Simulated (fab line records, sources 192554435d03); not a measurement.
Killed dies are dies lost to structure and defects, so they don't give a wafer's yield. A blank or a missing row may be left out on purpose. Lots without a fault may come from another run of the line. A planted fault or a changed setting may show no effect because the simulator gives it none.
fab line records | flow n5_finfet
record lots=24 wafers=72 last_day=18
route steps=1938 shown BEOL_M1@773
lots that met no fault: from a run of the same line without faults
start_h: hours from the record's first day to the start of the lot's first wafer shown | wait_h: hours since the lot's step before | " the same as in the row above | L1.1+2: a row that stands for several wafers | - no value, or no start given | * or withheld: withheld | < > ~ a bound
route shown NAME@n: a module of which the file shows steps, and the number in the route of the first | usual: mean/standard deviation of fault-free wafers | same: alike in all rows | chamber/n: place in a boat | sites: the reading at each site | _std_site: their standard deviation | _edge_site: outer sites' mean less inner sites' | radius_mm: how far each site lies from the wafer's centre | mask NAME#n: copy n | behind: the tool/chamber that last shaped the wafer | hold: why the lot was held/for how many hours/how that ended | device: the transistor (n, p or np) that didn't switch | end of line: the same wafers' tests at the end of the route | a step without rows: its recipe alone | killed: dies lost to structure and defects at the first sort, not the wafer's yield | map: a wafer's dies, x killed, . not, _ none there
set.NAME: the setting as run; set.NAME@STEP: as run at that earlier step | model.NAME: the simulator's own value behind a step, which no gauge read
steps of the route over a sample of lots; a table a step, a row a wafer
services: from which hour (start_h, from the record's first day; less than 0 if before it) a tool's chamber was out of use, for how many hours, and why
## steps
# step N5_BEOL_M1_STRIP_66
# recipe chemistry=CF4 resist=SiARC power_w=300 bias_power_w=75 pressure_mtorr=50 cf4_flow_sccm=150 rf_frequency_hz=6e+07
# usual drypump_motor_current_A=5.9/0.32 oes_product_au=0.77/0.075 rf_vpp_V=271.7/0.93 showerhead_plenum_p_Torr=1.814/0.025 throttle_valve_pct=13.60/0.21
# columns lot.wafer tool chamber start_h wait_h drypump_motor_current_A oes_product_au rf_hours_counter_h rf_vpp_V showerhead_plenum_p_Torr throttle_valve_pct
L074.2 rie_diel-02 1 121.36 0.0 6.4 0.74 153 270.6 1.799 13.82
L074.3 " 2 " " 6.3 0.68 244 271.6 1.835 14.03
L074.4 " 3 " " 5.7 0.75 129 270.6 1.808 13.38
L075.1 rie_diel-01 1 124.57 0.0 5.9 0.69 213 269.9 1.780 13.69
L075.2 " 3 " " 5.8 0.81 100 268.6 1.747 13.78
L075.3 " 2 " " 5.5 0.69 194 271.5 1.861 13.92
L076.1 rie_diel-02 0 131.16 0.0 5.4 0.81 63 270.7 1.820 13.46
L076.2 " 2 " " 6.3 0.68 247 271.8 1.835 14.04
L076.5 " 3 " " 5.7 0.75 - 271.8 1.806 13.40
L077.3 rie_diel-05 2 139.41 0.0 5.5 0.82 52 270.9 1.815 13.36
L077.4 " 0 " " 6.1 0.88 31 272.2 1.829 13.57
L077.6 " 2 " " 5.5 0.82 - 270.8 1.815 13.38
L078.4 rie_diel-05 3 148.72 0.0 6.0 0.71 212 272.4 1.837 13.60
L078.5 " 3 " " 6.0 0.71 - 272.0 1.837 13.60
L078.6 " 2 " " 5.5 0.82 - 272.1 1.814 13.38
L079.2 rie_diel-01 0 154.06 0.0 6.3 0.68 242 272.0 1.844 13.62
L079.3 " 3 " " 5.8 0.79 108 269.9 1.745 13.80
L079.6 " 1 " " 5.9 0.69 - 271.5 1.777 13.71
L080.1 rie_diel-01 1 154.69 0.0 5.9 0.69 223 270.1 1.777 13.72
L080.3 " 2 " " 5.5 0.68 203 272.9 1.859 13.95
L080.4 " 3 " " 5.8 0.79 108 270.3 1.745 13.79
L081.1 rie_diel-02 3 163.56 0.0 5.7 0.74 144 272.2 1.803 13.40
L081.2 " 0 " " 5.4 0.80 74 271.8 1.817 13.49
L081.6 " 0 " " 5.4 0.80 - 272.2 1.817 13.47
L082.2 rie_diel-02 1 173.43 0.0 6.3 0.72 171 271.8 1.794 13.87
L082.4 " 2 " " 6.3 0.95 3 272.5 1.833 13.46
L082.5 " 1 " " 6.3 0.73 - 270.4 1.794 13.87
L084.1 rie_diel-05 2 180.60 0.0 5.5 0.81 63 273.1 1.811 13.42
L084.5 " 3 " " 6.0 0.70 - 272.5 1.835 13.63
L084.6 " 0 " " 6.1 0.86 - 271.2 1.826 13.59
L083.3 rie_diel-01 2 180.79 0.0 5.5 0.68 211 273.5 1.856 13.95
L083.4 " 3 " " 5.8 0.79 116 269.7 1.743 13.83
L083.5 " 1 " " 5.9 0.68 - 271.0 1.775 13.74
L085.2 rie_diel-05 1 191.78 0.0 5.9 0.86 41 271.4 1.826 13.21
L085.4 " 3 " " 6.0 0.70 224 272.9 1.834 13.62
L085.5 " 0 " " 6.1 0.86 - 271.1 1.825 13.61
L086.2 rie_diel-05 0 197.54 0.0 6.1 0.85 47 271.5 1.824 13.60
L086.3 " 1 " " 5.8 0.86 43 271.8 1.825 13.21
L086.6 " 3 " " 6.0 0.69 - 271.3 1.834 13.63
L087.2 rie_diel-05 2 199.62 0.0 5.5 0.81 68 272.0 1.811 13.40
L087.3 " 1 " " 5.9 0.87 44 271.6 1.825 13.22
L087.5 " 3 " " 6.0 0.70 - 272.1 1.834 13.62
L088.1 rie_diel-01 3 203.47 0.0 5.8 0.78 120 270.7 1.742 13.82
L088.4 " 1 " " 5.9 0.68 - 271.5 1.773 13.75
L088.5 " 2 " " 5.5 0.68 - 272.0 1.855 13.97
L089.2 rie_diel-02 2 210.13 0.0 6.3 0.91 17 272.4 1.829 13.50
L089.3 " 0 " " 5.4 0.78 90 271.7 1.813 13.50
L089.6 " 0 " " 5.4 0.78 - 271.4 1.812 13.53
L090.2 rie_diel-02 0 215.90 0.0 5.4 0.78 91 271.6 1.812 13.52
L090.3 " 1 " " 6.3 0.71 185 271.6 1.790 13.87
L090.5 " 1 " " 6.3 0.72 - 271.7 1.790 13.89
L091.1 rie_diel-02 3 222.43 0.0 5.6 0.72 160 272.3 1.798 13.45
L091.4 " 0 " " 5.5 0.78 94 272.3 1.811 13.55
L091.5 " 2 " " 6.3 0.90 - 273.1 1.828 13.53
L092.1 rie_diel-05 3 228.62 0.0 6.0 0.68 235 273.5 1.831 13.65
L092.2 " 2 " " 5.5 0.79 77 271.7 1.808 13.44
L092.3 " 1 " " 5.9 0.85 50 270.2 1.823 13.23
L093.3 rie_diel-05 2 233.15 0.0 5.5 0.80 79 270.8 1.808 13.43
L093.5 " 3 " " 6.0 0.69 - 271.4 1.830 13.65
L093.6 " 0 " " 6.1 0.84 - 271.1 1.822 13.63
L094.1 rie_diel-05 1 238.36 0.0 5.9 0.85 53 271.3 1.822 13.25
L094.4 " 0 " " 6.1 0.84 60 271.6 1.821 13.65
L094.5 " 0 " " 6.1 0.84 - 271.4 1.821 13.63
L095.2 rie_diel-05 2 250.15 0.0 5.5 0.79 83 271.7 1.806 13.45
L095.4 " 0 " " 6.1 0.83 63 270.8 1.820 13.65
L095.6 " 1 " " 5.9 0.84 - 270.8 1.822 13.24
L096.1 rie_diel-02 1 255.13 0.0 6.4 0.71 197 271.3 1.787 13.92
L096.2 " 2 " " 6.3 0.88 30 271.4 1.825 13.53
L096.4 " 0 " " 5.4 0.77 103 271.8 1.808 13.55
L097.2 rie_diel-02 3 263.08 0.0 5.7 0.71 172 271.4 1.795 13.46
L097.4 " 2 " " 6.3 0.88 33 271.6 1.825 13.55
L097.5 " 1 " " 6.3 0.70 - 272.2 1.786 13.92
# step N5_BEOL_M1_CD_MEAS_28
# recipe landing_energy_ev=500 detector=se_inlens target_cd_y_nm=23.3
# usual cd_nm=23.99/0.25
# columns lot.wafer tool chamber start_h wait_h cd_nm
L074.2 cd_sem-02 0 122.03 - 23.99
L074.3 " 0 " " 23.98
L074.4 " 0 " " 24.05
L075.1 cd_sem-02 0 125.34 - 24.23
L075.2 " 0 " " 24.12
L075.3 " 0 " " 24.25
L076.1 cd_sem-03 0 131.92 - 23.98
L076.2 " 0 " " 24.07
L076.5 " 0 " " 24.14
L077.3 cd_sem-02 0 140.04 - 23.96
L077.4 " 0 " " 24.01
L077.6 " 0 " " 23.98
L078.4 cd_sem-02 0 149.31 - 23.77
L078.5 " 0 " " 24.05
L078.6 " 0 " " 23.81
L079.2 cd_sem-01 0 154.82 - 23.46
L079.3 " 0 " " 23.65
L079.6 " 0 " " 23.77
L080.1 cd_sem-03 0 155.23 - 24.09
L080.3 " 0 " " 24.12
L080.4 " 0 " " 23.96
L081.1 cd_sem-02 0 164.36 - 23.31
L081.2 " 0 " " 23.68
L081.6 " 0 " " 23.94
L082.2 cd_sem-03 0 174.10 - 24.09
L082.4 " 0 " " 23.82
L082.5 " 0 " " 23.76
L084.1 cd_sem-01 0 181.36 - 24.18
L084.5 " 0 " " 23.88
L084.6 " 0 " " 23.58
L083.3 cd_sem-03 0 181.42 - 24.35
L083.4 " 0 " " 23.76
L083.5 " 0 " " 24.45
L085.2 cd_sem-01 0 192.57 - 24.01
L085.4 " 0 " " 24.00
L085.5 " 0 " " 23.82
L086.2 cd_sem-03 0 198.14 - 23.95
L086.3 " 0 " " 23.70
L086.6 " 0 " " 24.07
L087.2 cd_sem-01 0 200.17 - 24.25
L087.3 " 0 " " 24.27
L087.5 " 0 " " 23.69
L088.1 cd_sem-01 0 204.01 - 23.77
L088.4 " 0 " " 24.17
L088.5 " 0 " " 23.92
L089.2 cd_sem-01 0 210.80 - 24.08
L089.3 " 0 " " 24.08
L089.6 " 0 " " 24.11
L090.2 cd_sem-03 0 216.45 - 24.85
L090.3 " 0 " " 23.99
L090.5 " 0 " " 24.44
L091.1 cd_sem-02 0 223.23 - 24.22
L091.4 " 0 " " 24.21
L091.5 " 0 " " 24.12
L092.1 cd_sem-02 0 229.21 - 24.19
L092.2 " 0 " " 23.96
L092.3 " 0 " " 23.82
L093.3 cd_sem-01 0 233.88 - 23.94
L093.5 " 0 " " 23.77
L093.6 " 0 " " 23.78
L094.1 cd_sem-02 0 239.03 - 24.19
L094.4 " 0 " " 24.15
L094.5 " 0 " " 23.98
L095.2 cd_sem-02 0 251.04 - 24.05
L095.4 " 0 " " 24.34
L095.6 " 0 " " 23.89
L096.1 cd_sem-03 0 255.89 - 23.90
L096.2 " 0 " " 23.57
L096.4 " 0 " " 23.69
L097.2 cd_sem-02 0 263.87 - 23.99
L097.4 " 0 " " 23.71
L097.5 " 0 " " 24.17
# step N5_BEOL_M1_ETCH_69
# recipe chemistry=CF4 target=SiARC target_depth_a=156 mask_material=CAR-EUV time_s=26 ion_energy_ev=80 pressure_mtorr=40 source_w=545 bias_w=36 Ar_flow_sccm=100 cf4_flow_sccm=100 ends=cleared
# usual bias_w=36.00/0.11 drypump_motor_current_A=5.9/0.33 etch_rf_on_time_s=25.8/0.48 oes_product_au=0.66/0.074 rf_vpp_V=184.2/0.96 showerhead_plenum_p_Torr=2.16/0.038 throttle_valve_pct=15.66/0.21
# columns lot.wafer tool chamber start_h wait_h bias_w drypump_motor_current_A etch_rf_on_time_s oes_product_au rf_hours_counter_h rf_vpp_V showerhead_plenum_p_Torr throttle_valve_pct
L074.2 rie_diel-02 3 122.21 0.0 36.04 5.6 26.0 0.64 129 184.3 2.15 15.39
L074.3 " 1 " " 35.83 6.4 25.6 0.65 153 182.4 2.14 15.82
L074.4 " 2 " " 35.88 6.3 26.0 0.59 245 184.6 2.19 16.04
L075.1 rie_diel-02 3 125.51 0.0 35.92 5.6 26.0 0.64 130 184.4 2.15 15.40
L075.2 " 1 " " 36.00 6.3 25.2 0.65 154 185.0 2.14 15.85
L075.3 " 0 " " 36.10 5.4 25.5 0.71 61 185.3 2.17 15.51
L076.1 rie_diel-05 1 132.17 0.0 35.96 5.9 25.8 0.78 25 185.5 2.19 15.23
L076.2 " 2 " " 36.19 5.5 25.9 0.72 50 184.6 2.17 15.43
L076.5 " 1 " " 35.91 5.9 26.1 0.78 - 185.4 2.18 15.22
L077.3 rie_diel-01 2 140.24 0.0 35.96 5.5 26.2 0.60 198 184.1 2.21 15.91
L077.4 " 3 " " 35.83 5.8 26.0 0.69 105 183.4 2.08 15.84
L077.6 " 1 " " 35.94 5.9 26.6 0.59 - 182.9 2.12 15.69
L078.4 rie_diel-01 3 149.55 0.0 35.93 5.8 26.0 0.68 107 182.3 2.07 15.82
L078.5 " 3 " " 35.89 5.8 25.9 0.69 - 183.2 2.07 15.83
L078.6 " 2 " " 36.07 5.5 25.8 0.60 - 185.1 2.21 15.93
L079.2 rie_diel-01 2 155.00 0.0 35.79 5.5 26.1 0.59 203 185.7 2.21 15.92
L079.3 " 3 " " 36.09 5.8 25.7 0.69 108 183.4 2.07 15.84
L079.6 " 0 " " 36.08 6.3 26.6 0.58 - 184.3 2.20 15.58
L080.1 rie_diel-01 3 155.41 0.0 35.98 5.8 26.0 0.69 108 182.8 2.07 15.81
L080.3 " 0 " " 36.09 6.3 26.5 0.58 242 183.9 2.20 15.58
L080.4 " 2 " " 35.95 5.5 25.9 0.60 203 185.1 2.21 15.93
L081.1 rie_diel-05 0 164.53 0.0 36.07 6.1 25.2 0.77 38 184.1 2.18 15.66
L081.2 " 1 " " 35.86 5.8 26.0 0.76 35 183.9 2.18 15.23
L081.6 " 0 " " 36.14 6.1 25.5 0.75 - 185.7 2.18 15.65
L082.2 rie_diel-01 2 174.27 0.0 36.34 5.5 26.2 0.58 209 185.0 2.21 15.95
L082.4 " 0 " " 36.00 6.3 26.8 0.57 247 183.3 2.20 15.58
L082.5 " 2 " " 36.30 5.5 25.8 0.59 - 184.9 2.21 15.95
L084.1 rie_diel-01 3 181.56 0.0 36.25 5.8 25.8 0.67 117 183.0 2.07 15.83
L084.5 " 1 " " 36.07 5.9 26.2 0.59 - 183.1 2.12 15.71
L084.6 " 2 " " 35.92 5.5 25.8 0.59 - 183.7 2.21 15.94
L083.3 rie_diel-02 1 181.70 0.0 36.11 6.4 25.6 0.63 175 183.7 2.14 15.86
L083.4 " 0 " " 35.83 5.4 25.6 0.69 80 183.6 2.17 15.55
L083.5 " 3 " " 35.97 5.6 25.7 0.63 - 184.8 2.15 15.41
L085.2 rie_diel-01 0 192.75 0.0 36.12 6.3 26.7 0.57 253 184.3 2.19 15.61
L085.4 " 2 " " 36.11 5.5 26.5 0.58 - 184.1 2.21 15.96
L085.5 " 0 " " 36.09 6.3 26.8 0.57 - 184.1 2.19 15.60
L086.2 rie_diel-05 1 198.32 0.0 35.95 5.9 25.9 0.74 43 184.0 2.18 15.26
L086.3 " 3 " " 35.97 6.0 25.9 0.60 226 185.8 2.20 15.62
L086.6 " 0 " " 35.91 6.1 25.3 0.75 - 183.1 2.18 15.67
L087.2 rie_diel-02 1 200.59 0.0 36.02 6.3 25.5 0.63 181 183.4 2.13 15.89
L087.3 " 0 " " 35.81 5.5 25.8 0.68 86 182.3 2.16 15.56
L087.5 " 1 " " 36.04 6.4 25.5 0.63 - 183.9 2.13 15.89
L088.1 rie_diel-01 1 204.19 0.0 36.08 5.9 26.1 0.58 238 184.2 2.11 15.72
L088.4 " 2 " " 35.84 5.5 25.8 0.59 - 185.3 2.21 15.96
L088.5 " 1 " " 36.02 5.9 26.0 0.59 - 184.3 2.11 15.74
L089.2 rie_diel-05 3 210.97 0.0 36.11 6.0 25.9 0.60 229 184.2 2.20 15.65
L089.3 " 2 " " 36.08 5.5 26.0 0.69 71 182.7 2.16 15.46
L089.6 " 2 " " 35.96 5.5 26.0 0.69 - 184.7 2.16 15.46
L090.2 rie_diel-05 3 216.62 0.0 35.80 6.0 26.1 0.60 231 184.6 2.20 15.63
L090.3 " 0 " " 35.74 6.1 25.3 0.74 53 185.1 2.18 15.67
L090.5 " 3 " " 36.04 6.0 26.3 0.59 - 186.2 2.20 15.65
L091.1 rie_diel-02 2 223.40 0.0 36.04 6.3 25.0 0.80 21 184.9 2.18 15.60
L091.4 " 3 " " 35.93 5.7 25.8 0.63 160 184.3 2.14 15.45
L091.5 " 1 " " 36.11 6.4 25.4 0.63 - 183.2 2.13 15.91
L092.1 rie_diel-02 3 229.55 0.0 35.83 5.7 25.6 0.64 162 183.3 2.14 15.45
L092.2 " 1 " " 36.05 6.4 25.0 0.63 190 184.5 2.13 15.90
L092.3 " 2 " " 36.14 6.3 24.6 0.81 22 185.4 2.18 15.60
L093.3 rie_diel-02 3 234.05 0.0 36.12 5.6 26.1 0.62 163 183.3 2.14 15.45
L093.5 " 3 " " 36.02 5.6 26.0 0.62 - 184.8 2.14 15.46
L093.6 " 2 " " 36.13 6.3 24.7 0.79 - 182.8 2.18 15.61
L094.1 rie_diel-05 1 239.20 0.0 35.96 5.9 25.4 0.74 53 184.8 2.18 15.27
L094.4 " 2 " " 35.78 5.5 25.9 0.68 80 184.9 2.16 15.49
L094.5 " 3 " " 35.81 6.0 26.0 0.59 - 184.7 2.19 15.67
L095.2 rie_diel-02 3 251.25 0.0 35.96 5.7 25.8 0.62 168 183.4 2.14 15.46
L095.4 " 0 " " 35.99 5.4 25.5 0.66 102 184.6 2.16 15.59
L095.6 " 1 " " 36.03 6.4 25.3 0.62 - 183.8 2.13 15.90
L096.1 rie_diel-05 3 256.07 0.0 36.02 6.0 26.2 0.58 243 185.6 2.19 15.67
L096.2 " 1 " " 36.12 5.9 25.9 0.73 58 186.0 2.17 15.29
L096.4 " 2 " " 36.09 5.5 26.0 0.68 85 185.8 2.16 15.48
L097.2 rie_diel-01 1 264.08 0.0 36.00 5.9 26.0 0.83 4 183.2 2.11 15.29
L097.4 " 2 " " 35.93 5.5 26.5 0.57 242 186.2 2.20 16.01
L097.5 " 0 " " 36.19 6.3 26.0 0.79 - 185.7 2.19 15.15
# step N5_BEOL_M1_VIA_ETCH_34
# recipe chemistry=C4F6/O2 target_depth_a=678 mask_material=SOC pressure_mtorr=15 ion_energy_ev=250 taper_deg=4 time_s=64.4 source_w=350 bias_w=170 Ar_flow_sccm=300 C4F6_flow_sccm=10 O2_flow_sccm=10
# usual bias_w=170.1/0.5 drypump_motor_current_A=5.9/0.31 oes_product_au=0.79/0.094 rf_vpp_V=668/5.6 showerhead_plenum_p_Torr=2.87/0.054 throttle_valve_pct=30.76/0.2
# columns lot.wafer tool chamber start_h wait_h bias_w drypump_motor_current_A oes_product_au rf_hours_counter_h rf_vpp_V showerhead_plenum_p_Torr throttle_valve_pct
L074.2 rie_diel-05 0 128.74 0.0 169.9 6.0 0.92 28 662 2.90 30.93
L074.3 " 1 " " 169.8 5.8 0.91 24 667 2.90 30.39
L074.4 " 2 " " 169.0 5.5 0.84 49 673 2.88 30.68
L075.1 rie_diel-01 3 128.77 0.0 169.9 5.8 0.81 101 669 2.75 30.96
L075.2 " 1 " " 169.8 5.9 0.70 214 660 2.81 30.60
L075.3 " 0 " " 170.3 6.3 0.68 233 672 2.92 30.51
L076.1 rie_diel-01 1 132.56 0.0 170.2 5.9 0.69 215 662 2.81 30.59
L076.2 " 3 " " 170.2 5.8 0.80 102 668 2.75 30.96
L076.5 " 0 " " 169.9 6.3 0.67 - 672 2.92 30.50
L077.3 rie_diel-05 2 149.15 0.0 169.6 5.5 0.83 55 675 2.88 30.67
L077.4 " 1 " " 169.9 5.9 0.89 30 665 2.90 30.37
L077.6 " 2 " " 169.8 5.5 0.83 - 673 2.88 30.68
L078.4 rie_diel-01 3 158.79 0.0 170.7 5.8 0.80 109 667 2.74 30.97
L078.5 " 1 " " 169.1 5.9 0.68 - 659 2.81 30.61
L078.6 " 0 " " 170.5 6.3 0.67 - 671 2.91 30.50
L079.2 rie_diel-05 1 159.34 0.0 169.9 5.9 0.89 33 666 2.90 30.39
L079.3 " 2 " " 169.9 5.5 0.84 57 675 2.88 30.70
L079.6 " 2 " " 169.8 5.5 0.83 - 674 2.88 30.69
L080.1 rie_diel-02 3 164.00 0.0 171.0 5.7 0.74 144 668 2.85 30.51
L080.3 " 2 " " 170.1 6.3 1.02 0 666 2.91 30.86
L080.4 " 1 " " 170.7 6.3 0.73 168 668 2.83 31.01
L081.1 rie_diel-01 3 166.45 0.0 169.4 5.8 0.79 112 670 2.74 30.98
L081.2 " 2 " " 169.7 5.5 0.69 207 679 2.92 30.95
L081.6 " 3 " " 169.7 5.8 0.80 - 667 2.74 30.98
L082.2 rie_diel-05 3 174.81 0.0 170.1 6.0 0.71 219 669 2.93 30.70
L082.4 " 2 " " 170.8 5.5 0.82 62 675 2.88 30.71
L082.5 " 2 " " 170.1 5.5 0.82 - 676 2.88 30.70
L084.1 rie_diel-05 2 181.98 0.0 170.7 5.5 0.82 63 674 2.88 30.71
L084.5 " 0 " " 169.7 6.1 0.88 - 661 2.89 30.95
L084.6 " 1 " " 170.6 5.9 0.87 - 664 2.89 30.39
L083.3 rie_diel-02 2 182.12 0.0 170.2 6.3 0.97 7 666 2.91 30.86
L083.4 " 0 " " 170.2 5.4 0.81 80 659 2.88 30.77
L083.5 " 3 " " 169.3 5.7 0.73 - 667 2.85 30.53
L085.2 rie_diel-02 1 194.40 0.0 170.5 6.4 0.73 179 667 2.83 31.01
L085.4 " 0 " " 170.2 5.5 0.81 - 658 2.87 30.78
L085.5 " 1 " " 170.5 6.4 0.74 - 669 2.83 31.01
L086.2 rie_diel-02 0 201.57 0.0 170.5 5.5 0.79 87 659 2.87 30.77
L086.3 " 1 " " 170.3 6.4 0.74 182 666 2.82 31.02
L086.6 " 0 " " 170.7 5.5 0.80 - 660 2.87 30.78
L087.2 rie_diel-01 3 204.85 0.0 170.2 5.8 0.78 120 668 2.74 30.99
L087.3 " 1 " " 170.3 5.9 0.67 239 660 2.80 30.63
L087.5 " 3 " " 169.6 5.8 0.79 - 668 2.74 30.98
L088.1 rie_diel-05 0 211.23 0.0 170.7 6.1 0.87 51 662 2.89 31.00
L088.4 " 0 " " 169.8 6.1 0.87 - 662 2.89 30.97
L088.5 " 2 " " 169.7 5.5 0.81 - 675 2.87 30.71
L089.2 rie_diel-01 2 213.14 0.0 169.8 5.5 0.68 224 678 2.91 30.95
L089.3 " 3 " " 169.4 5.8 0.79 124 668 2.74 31.00
L089.6 " 3 " " 169.5 5.8 0.78 - 667 2.74 30.98
L090.2 rie_diel-05 0 217.69 0.0 169.2 6.1 0.88 53 662 2.89 30.97
L090.3 " 2 " " 170.2 5.5 0.81 74 675 2.87 30.71
L090.5 " 0 " " 170.0 6.1 0.87 - 661 2.89 30.97
L091.1 rie_diel-05 3 224.57 0.0 169.3 6.0 0.68 235 668 2.92 30.72
L091.4 " 2 " " 170.1 5.5 0.80 76 673 2.87 30.70
L091.5 " 3 " " 170.8 6.0 0.69 - 669 2.92 30.71
L092.1 rie_diel-02 0 231.08 0.0 169.4 5.5 0.79 96 657 2.87 30.78
L092.2 " 2 " " 170.0 6.3 0.93 23 667 2.90 30.90
L092.3 " 1 " " 170.1 6.3 0.73 190 667 2.82 31.04
L093.3 rie_diel-02 0 237.26 0.0 169.8 5.5 0.78 98 661 2.87 30.80
L093.5 " 1 " " 169.8 6.3 0.72 - 666 2.82 31.03
L093.6 " 2 " " 171.0 6.3 0.93 - 665 2.90 30.88
L094.1 rie_diel-05 3 241.03 0.0 170.0 6.0 0.69 240 669 2.92 30.72
L094.4 " 1 " " 169.0 5.9 0.86 54 665 2.89 30.42
L094.5 " 2 " " 169.3 5.5 0.79 - 674 2.87 30.72
L095.2 rie_diel-01 1 253.77 0.0 169.9 5.9 0.98 0 658 2.80 30.55
L095.4 " 2 " " 170.0 5.5 0.66 239 678 2.91 30.98
L095.6 " 1 " " 169.9 5.9 0.99 - 658 2.80 30.55
L096.1 rie_diel-05 2 257.71 0.0 169.5 5.5 0.79 85 674 2.87 30.72
L096.2 " 1 " " 170.6 5.9 0.85 59 665 2.88 30.40
L096.4 " 3 " " 170.4 6.0 0.69 243 668 2.92 30.74
L097.2 rie_diel-01 2 265.83 0.0 169.1 5.5 0.65 243 677 2.90 30.98
L097.4 " 1 " " 169.6 5.9 0.96 4 658 2.80 30.55
L097.5 " 2 " " 169.7 5.5 0.66 - 677 2.90 30.99
# step N5_BEOL_M1_SURFACE_TREAT_85
# recipe gas=Ar time_s=* ion_energy_ev=* ion_current_ma_cm2=0.5 pressure_mtorr=* ar_flow_sccm=30
# usual throttle_valve_pct=*
# columns lot.wafer tool chamber start_h wait_h throttle_valve_pct
L074.2 pvd_sputter-01 - 129.76 0.2 *
L074.3 " - " " *
L074.4 " - " " *
L075.1 pvd_sputter-02 - 129.77 0.2 *
L075.2 " - " " *
L075.3 " - " " *
L076.1 pvd_sputter-03 - 133.39 0.2 *
L076.2 " - " " *
L076.5 " - " " *
L077.3 pvd_sputter-01 - 150.46 0.3 *
L077.4 " - " " *
L077.6 " - " " *
L078.4 pvd_sputter-03 - 160.01 0.2 *
L078.5 " - " " *
L078.6 " - " " *
L079.2 pvd_sputter-02 - 162.05 1.5 *
L079.3 " - " " *
L079.6 " - " " *
L080.1 pvd_sputter-03 - 164.86 0.1 *
L080.3 " - " " *
L080.4 " - " " *
L081.1 pvd_sputter-02 - 167.53 0.2 *
L081.2 " - " " *
L081.6 " - " " *
L082.2 pvd_sputter-01 - 177.52 1.6 *
L082.4 " - " " *
L082.5 " - " " *
L084.1 pvd_sputter-01 - 182.96 0.1 *
L084.5 " - " " *
L084.6 " - " " *
L083.3 pvd_sputter-01 - 183.22 0.2 *
L083.4 " - " " *
L083.5 " - " " *
L085.2 pvd_sputter-01 - 195.67 0.3 *
L085.4 " - " " *
L085.5 " - " " *
L086.2 pvd_sputter-02 - 202.82 0.1 *
L086.3 " - " " *
L086.6 " - " " *
L087.2 pvd_sputter-03 - 206.10 0.1 *
L087.3 " - " " *
L087.5 " - " " *
L088.1 pvd_sputter-01 - 212.87 0.5 *
L088.4 " - " " *
L088.5 " - " " *
L089.2 pvd_sputter-02 - 215.44 0.3 *
L089.3 " - " " *
L089.6 " - " " *
L090.2 pvd_sputter-02 - 218.91 0.3 *
L090.3 " - " " *
L090.5 " - " " *
L091.1 pvd_sputter-03 - 225.65 0.1 *
L091.4 " - " " *
L091.5 " - " " *
L092.1 pvd_sputter-01 - 232.02 0.1 *
L092.2 " - " " *
L092.3 " - " " *
L093.3 pvd_sputter-01 - 238.82 0.2 *
L093.5 " - " " *
L093.6 " - " " *
L094.1 pvd_sputter-01 - 244.04 1.9 *
L094.4 " - " " *
L094.5 " - " " *
L095.2 pvd_sputter-01 - 254.83 0.2 *
L095.4 " - " " *
L095.6 " - " " *
L096.1 pvd_sputter-01 - 259.09 0.2 *
L096.2 " - " " *
L096.4 " - " " *
L097.2 pvd_sputter-03 - 266.94 0.2 *
L097.4 " - " " *
L097.5 " - " " *
# step N5_BEOL_M1_RS_MEAS_58
# recipe thk_meas_gauge=four-point-probe reads=Co_of_BEOL_M1_CO_CAP_55+Cu_of_BEOL_M1_ECD_50+Co_of_BEOL_M1_CVD_47+TaN_of_BEOL_M1_ALD_84
# usual M1_RS=0.66/0.031
# columns lot.wafer tool chamber start_h wait_h M1_RS[ohm/sq]
L074.2 film_metro-02 - 132.96 0.1 0.65
L074.3 " - " " 0.64
L074.4 " - " " 0.59
L075.1 film_metro-02 - 133.25 0.0 0.68
L075.2 " - " " 0.64
L075.3 " - " " 0.68
L076.1 film_metro-02 - 137.83 0.1 0.67
L076.2 " - " " 0.71
L076.5 " - " " 0.65
L077.3 film_metro-02 - 153.71 0.1 0.65
L077.4 " - " " 0.64
L077.6 " - " " 0.61
L078.4 film_metro-02 - 163.02 0.0 0.61
L078.5 " - " " 0.62
L078.6 " - " " 0.65
L079.2 film_metro-02 - 165.24 0.1 0.68
L079.3 " - " " 0.66
L079.6 " - " " 0.61
L080.1 film_metro-01 - 168.16 0.0 0.67
L080.3 " - " " 0.68
L080.4 " - " " 0.69
L081.1 film_metro-02 - 172.47 0.0 0.68
L081.2 " - " " 0.68
L081.6 " - " " 0.65
L082.2 film_metro-02 - 180.61 0.1 0.70
L082.4 " - " " 0.63
L082.5 " - " " 0.65
L084.1 film_metro-01 - 186.38 0.0 0.70
L084.5 " - " " 0.67
L084.6 " - " " 0.66
L083.3 film_metro-02 - 187.41 0.1 0.71
L083.4 " - " " 0.65
L083.5 " - " " 0.67
L085.2 film_metro-01 - 198.92 0.1 0.69
L085.4 " - " " 0.64
L085.5 " - " " 0.65
L086.2 film_metro-01 - 206.18 0.1 0.67
L086.3 " - " " 0.65
L086.6 " - " " 0.70
L087.2 film_metro-02 - 209.22 0.1 0.63
L087.3 " - " " 0.66
L087.5 " - " " 0.62
L088.1 film_metro-01 - 216.08 0.0 0.64
L088.4 " - " " 0.64
L088.5 " - " " 0.67
L089.2 film_metro-01 - 218.49 0.1 0.69
L089.3 " - " " 0.64
L089.6 " - " " 0.63
L090.2 film_metro-01 - 221.97 0.1 0.72
L090.3 " - " " 0.70
L090.5 " - " " 0.74
L091.1 film_metro-01 - 228.87 0.1 0.68
L091.4 " - " " 0.65
L091.5 " - " " 0.62
L092.1 film_metro-02 - 235.22 0.1 0.64
L092.2 " - " " 0.69
L092.3 " - " " 0.69
L093.3 film_metro-01 - 241.97 0.1 0.68
L093.5 " - " " 0.68
L093.6 " - " " 0.65
L094.1 film_metro-01 - 247.31 0.0 0.77
L094.4 " - " " 0.70
L094.5 " - " " 0.66
L095.2 film_metro-01 - 257.97 0.1 0.67
L095.4 " - " " 0.67
L095.6 " - " " 0.63
L096.1 film_metro-02 - 262.17 0.0 0.70
L096.2 " - " " 0.69
L096.4 " - " " 0.67
L097.2 film_metro-02 - 270.23 0.1 0.67
L097.4 " - " " 0.62
L097.5 " - " " 0.64
## services
# columns tool chamber start_h hours kind
pvd_sputter-03 - 134.61 4.0 repair
rie_diel-02 2 138.40 - clean
rie_diel-02 2 138.40 - consumable_replace:focus_ring
rie_diel-02 2 138.40 25.0 scheduled_down
rie_diel-02 2 138.40 25.0 vent_cycle
rie_diel-01 3 147.65 1.5 repair
rie_diel-02 3 191.01 10.1 repair
rie_diel-01 0 196.11 - clean
rie_diel-01 0 196.11 - consumable_replace:focus_ring
rie_diel-01 0 196.11 21.7 scheduled_down
rie_diel-01 0 196.11 21.7 vent_cycle
rie_diel-05 1 210.89 6.7 repair
rie_diel-01 1 233.89 - clean
rie_diel-01 1 233.89 - consumable_replace:focus_ring
rie_diel-01 1 233.89 18.3 scheduled_down
rie_diel-01 1 233.89 18.3 vent_cycle
## key
fault none
